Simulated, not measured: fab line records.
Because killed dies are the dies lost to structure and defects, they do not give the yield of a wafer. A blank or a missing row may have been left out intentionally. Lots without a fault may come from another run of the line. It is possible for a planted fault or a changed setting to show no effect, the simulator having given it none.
Split-lot study + flow n5Finfet + on a route of 1938 steps: 7 lots, 39 wafers read

SPLIT DETAILS
At N5_BEOL_M8_VIA_ETCH_34 (etches SiCOH lowk in C4F6/O2, target depth 125.5 nm, time 50.5 s), the setting targetDepthA was moved away from the recipe's 1255 angstrom on 15 of the 39 wafers read, by -38.7% to +43.2%. The other wafers ran this setting at the recipe's value.

The reading comes from the split's own step.

THE READING
SOC_of_BEOL_M8_COAT_63.thkNm (the simulator's own value, which no gauge read), in nm, at N5_BEOL_M8_VIA_ETCH_34 (etches SiCOH lowk in C4F6/O2, target depth 125.5 nm, time 50.5 s). The file does not state a usual value for it. The 24 wafers here that ran the recipe average 54.0 nm, standard deviation 0.25 nm.

| wafer  | tool, chamber at the split | targetDepthA as run, angstrom | against the recipe | SOC_of_BEOL_M8_COAT_63.thkNm, nm | against lot-mates on the recipe |
|--------|----------------------------|-------------------------------|--------------------|----------------------------------|---------------------------------|
| L076.1 | rieDiel-02, 3              | 769.4                         | -38.7%             | 56.6                             | +2.5                            |
| L076.2 | rieDiel-02, 1              | 769.4                         | -38.7%             | 56.2                             | +2.1                            |
| L076.3 | rieDiel-02, 0              | 769.4                         | -38.7%             | 56.2                             | +2.1                            |
| L076.4 | rieDiel-02, 2              | 1255                          | recipe             | 54.2                             | -                               |
| L076.5 | rieDiel-02, 2              | 1255                          | recipe             | 54.2                             | -                               |
| L076.6 | rieDiel-02, 1              | 1255                          | recipe             | 54                               | -                               |
| L078.1 | rieDiel-02, 1              | 1052                          | -16.2%             | 55                               | +1.1                            |
| L078.2 | rieDiel-02, 0              | 1052                          | -16.2%             | 54.8                             | +0.9                            |
| L078.3 | rieDiel-02, 2              | 1255                          | recipe             | 54                               | -                               |
| L078.4 | rieDiel-02, 3              | 1255                          | recipe             | 53.8                             | -                               |
| L078.5 | rieDiel-02, 2              | 1052                          | -16.2%             | 55.2                             | +1.3                            |
| L078.6 | rieDiel-02, 3              | 1255                          | recipe             | 53.8                             | -                               |
| L086.3 | rieDiel-03, 1              | 1255                          | recipe             | 54                               | -                               |
| L086.4 | rieDiel-03, 0              | 1255                          | recipe             | 54.2                             | -                               |
| L086.5 | rieDiel-03, 2              | 1255                          | recipe             | 54.2                             | -                               |
| L090.1 | rieDiel-04, 1              | 1255                          | recipe             | 54.2                             | -                               |
| L090.2 | rieDiel-04, 3              | 1255                          | recipe             | 54.2                             | -                               |
| L090.3 | rieDiel-04, 0              | 1255                          | recipe             | 54                               | -                               |
| L090.4 | rieDiel-04, 2              | 1255                          | recipe             | 54.2                             | -                               |
| L090.5 | rieDiel-04, 0              | 1255                          | recipe             | 53.8                             | -                               |
| L090.6 | rieDiel-04, 3              | 1255                          | recipe             | 54.4                             | -                               |
| L093.1 | rieDiel-04, 2              | 1255                          | recipe             | 53.8                             | -                               |
| L093.2 | rieDiel-04, 3              | 1624                          | +29.4%             | 52.4                             | -1.4                            |
| L093.3 | rieDiel-04, 0              | 1255                          | recipe             | 53.8                             | -                               |
| L093.4 | rieDiel-04, 1              | 1255                          | recipe             | 53.8                             | -                               |
| L093.5 | rieDiel-04, 2              | 1624                          | +29.4%             | 52.2                             | -1.6                            |
| L093.6 | rieDiel-04, 1              | 1624                          | +29.4%             | 52                               | -1.8                            |
| L095.1 | rieDiel-04, 3              | 1797                          | +43.2%             | 51.2                             | -2.3                            |
| L095.2 | rieDiel-04, 2              | 1797                          | +43.2%             | 51                               | -2.5                            |
| L095.3 | rieDiel-04, 1              | 1255                          | recipe             | 53.8                             | -                               |
| L095.4 | rieDiel-04, 0              | 1255                          | recipe             | 53.4                             | -                               |
| L095.5 | rieDiel-04, 2              | 1255                          | recipe             | 53.4                             | -                               |
| L095.6 | rieDiel-04, 1              | 1797                          | +43.2%             | 51                               | -2.5                            |
| L097.1 | rieDiel-04, 2              | 1667                          | +32.8%             | 52.4                             | -1.7                            |
| L097.2 | rieDiel-04, 3              | 1255                          | recipe             | 54.2                             | -                               |
| L097.3 | rieDiel-04, 1              | 1255                          | recipe             | 54                               | -                               |
| L097.4 | rieDiel-04, 0              | 1255                          | recipe             | 54                               | -                               |
| L097.5 | rieDiel-04, 3              | 1667                          | +32.8%             | 52.6                             | -1.5                            |
| L097.6 | rieDiel-04, 2              | 1667                          | +32.8%             | 52.2                             | -1.9                            |

FIT RESULTS
A straight line over all 39 wafers: SOC_of_BEOL_M8_COAT_63.thkNm changes by -0.0607 nm for each +1% of targetDepthA; r = -0.98; the points scatter about the line by 0.27 nm.
The same after taking each lot's own level away (the mean of its wafers on the recipe; 39 wafers): -0.0563 nm for each +1%; r = -0.99; scatter 0.17 nm.
The reading moves by 2.4 nm for the largest change in targetDepthA, on that fit.
Measured against the standard deviation above, the lots' own levels, which go from 53.53 to 54.13 nm, span 2.4 times it.
Consequently the slope shifts little with the lot-to-lot level, the two slopes agreeing.
Check: for one of the wafers moved furthest among these (+43.2%), held out of the fit, the line's prediction against its lot-mates is -2.41 nm. Against them it came out at -2.33 nm.

THESE WAFERS: OTHER SPLITS
Other splits were also applied to these wafers ahead of the reading. Each is held against what the fit with the lots' levels taken away leaves over:
| other split on the same wafers         | wafers away from the commonest value | r with SOC_of_BEOL_M8_COAT_63.thkNm (lot level and that fit taken away) |
|----------------------------------------|--------------------------------------|-------------------------------------------------------------------------|
| N5_FIN_SAQP_HM_DEP_03 timeS            | 18                                   | +0.13                                                                   |
| N5_SD_EPI_P_DESCUM_14 timeS            | 15                                   | -0.13                                                                   |
| N5_BEOL_M0_SAQP_ETCH_107 targetDepthA  | 9                                    | +0.24                                                                   |
| N5_BEOL_M1_TRENCH_ETCH_37 targetDepthA | 9                                    | -0.02                                                                   |
| N5_BEOL_M5_CVD_47 targetThkA           | 15                                   | -0.08                                                                   |

THE WHOLE CHAIN: every reading that the file lists as answering this split, in the file's order
| step                   | what it does                                                     | reading                                                                       | change (the file's fit)               | r (the file's) |
|------------------------|------------------------------------------------------------------|-------------------------------------------------------------------------------|---------------------------------------|----------------|
| N5_BEOL_M8_VIA_ETCH_34 | etches SiCOH lowk in C4F6/O2, target depth 125.5 nm, time 50.5 s | etch.depthNm (the simulator's own value, which no gauge read)                 | +1.25 nm for each +1% of the setting  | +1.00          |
| N5_BEOL_M8_VIA_ETCH_34 | etches SiCOH lowk in C4F6/O2, target depth 125.5 nm, time 50.5 s | SOC_of_BEOL_M8_COAT_63.thkNm (the simulator's own value, which no gauge read) | -0.056 nm for each +1% of the setting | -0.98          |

FILE'S OWN FIT
SOC_of_BEOL_M8_COAT_63.thkNm changes by -0.056 nm for each +1% of targetDepthA, r = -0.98.
